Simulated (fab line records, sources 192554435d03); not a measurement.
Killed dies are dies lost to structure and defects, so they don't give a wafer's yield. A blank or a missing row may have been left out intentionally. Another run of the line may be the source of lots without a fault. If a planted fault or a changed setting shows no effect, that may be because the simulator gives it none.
Comparing a struck lot with a sound one + flow n5-finfet + 15 out of 1938 route steps
Sound: these wafers, L812.1, L812.3, L812.4. Struck: wafer L817.2 (left out: L817.1, L817.6 of the same lot, which were not struck); the cause appears at the end.
For every step that has rows: the tool of each side, followed by ch and its chambers, followed by its first start. Under that, the readings that differ: sound wafers + struck wafers + difference of the means + sigmas: that difference in standard deviations of wafers without a fault.
alike: readings whose means differ by less than 2 such deviations, and words and numbers that are the same on both sides. not compared: withheld readings, readings that some wafer has no value for, bounds like >300 that may hide the same value, and numbers for which the record gives no deviation and whose values overlap.
A row with sigmas, a row that says differs or no value, or rows on one side alone: a step with any of these is where the two part. When numbers do not overlap yet have no deviation, they are printed without sigmas and do not part them. A reading missing from all wafers of one side parts the sides only when that side holds two or more wafers.

N5_HKMG_FIN_ETCH_86: etches SOC in N2/H2, stops on TiN, target depth 393.2 nm.
  sound on rie-diel-02 ch 1,2,3, day 4 13:40; struck on rie-diel-02 ch 2, day 5 22:08
  alike: drypump-motor-current-A, oes-product-au, rf-fwd-power-W, rf-vpp-V, showerhead-plenum-p-Torr, throttle-valve-pct
  not compared: rf-hours-counter-h
then, 2 steps without rows for these wafers: N5_HKMG_FIN_STRIP_89 (strips SOC in N2/H2, time 20 s); N5_HKMG_FIN_WET_ETCH_87 (etches TiN in SC1, time 154.2 s, target depth 4.7 nm, rinse time 30 s).
N5_HKMG_FIN_STRIP_88: strips in N2/H2, time 360 s.
  sound on plasma-asher-02 ch 0,1, day 4 13:54; struck on plasma-asher-02 ch 0, day 5 22:25
  alike: drypump-motor-current-A, heater-power-w
  not compared: rf-hours-counter-h
then, 1 step without rows for these wafers: N5_HKMG_FIN_NWFM_ALD_20 (deposits TiAlC, target thk 2 nm, pulse time 3 s, purge time 2 s).
N5_HKMG_FIN_ALD_71: deposits TiN, target thk 1 nm, pulse time 1 s, purge time 3 s.
  sound on ald-metal-04 ch 1,2,3, day 4 14:23; struck on ald-metal-02 ch 0, day 5 22:54
  alike: heater-power-w, precursor-pulse-height-rel
  not compared: ald-cycles
then, 4 steps without rows for these wafers: N5_HKMG_FIN_COAT_66 (time 60 s, resist thk 300 nm); N5_HKMG_FIN_ETCH_67 (etches SOC in N2/H2, stops on TiN, target depth 388.9 nm); N5_HKMG_FIN_STRIP_90 (strips SOC in N2/H2, time 20 s); N5_HKMG_FIN_WET_ETCH_73 (etches the open film in SC1, time 42.3 s, target depth 1.3 nm, rinse time 30 s).
N5_HKMG_FIN_ETCHBACK_68: etches the open film in Cl2/Ar, stops on HfO2, target depth 0.5 nm.
  sound on rie-metal-01 ch 0,1, day 4 14:56; struck on rie-metal-03 ch 1, day 5 23:28
  alike: drypump-motor-current-A, oes-product-au, rf-fwd-power-W, throttle-valve-pct
  not compared: rf-hours-counter-h
N5_HKMG_FIN_STRIP_69: strips in N2/H2, time 360 s.
  sound on plasma-asher-02 ch 0,1, day 4 15:05; struck on plasma-asher-02 ch 0, day 5 23:36
  alike: drypump-motor-current-A, heater-power-w
  not compared: rf-hours-counter-h
N5_HKMG_FIN_ALD_21: deposits TiN, target thk 1.5 nm, pulse time 1 s, purge time 3 s.
  sound on ald-metal-04 ch 0,1,3, day 4 15:28; struck on ald-metal-01 ch 2, day 5 23:59
| reading                                  | sound       | struck | difference | sigmas |
|------------------------------------------|-------------|--------|------------|--------|
| ald-cycles                               | 68 68 68    | 48     | -20        |        |
| model.TiN_of_HKMG_FIN_ALD_21.thk-nm (nm) | 1.6 1.6 1.6 | 1      | -1         |        |
  alike: heater-power-w, precursor-pulse-height-rel
then, 1 step without rows for these wafers: N5_HKMG_FIN_ALD_72 (deposits W, target thk 2 nm, pulse time 1 s, purge time 2 s).
-- here the record skips 8 days between the struck wafers' starts before and after, leaving off in module HKMG_FIN and picking up in module PASSIVATION (first step shown: number 1936 of the route) --
N5_PASSIVATION_PROBE_49:
  struck on prober-01, day 13 22:56; sound on prober-02, day 12 13:33
  alike: killed_at_M0_to_M3, killed_at_M4_up, killed-at-contacts, killed-at-front-end, killed-at-other, killed-dies, killed-open, killed-short

WHERE THEY PART
Nowhere in this record.

WHY: whatever the simulator had introduced
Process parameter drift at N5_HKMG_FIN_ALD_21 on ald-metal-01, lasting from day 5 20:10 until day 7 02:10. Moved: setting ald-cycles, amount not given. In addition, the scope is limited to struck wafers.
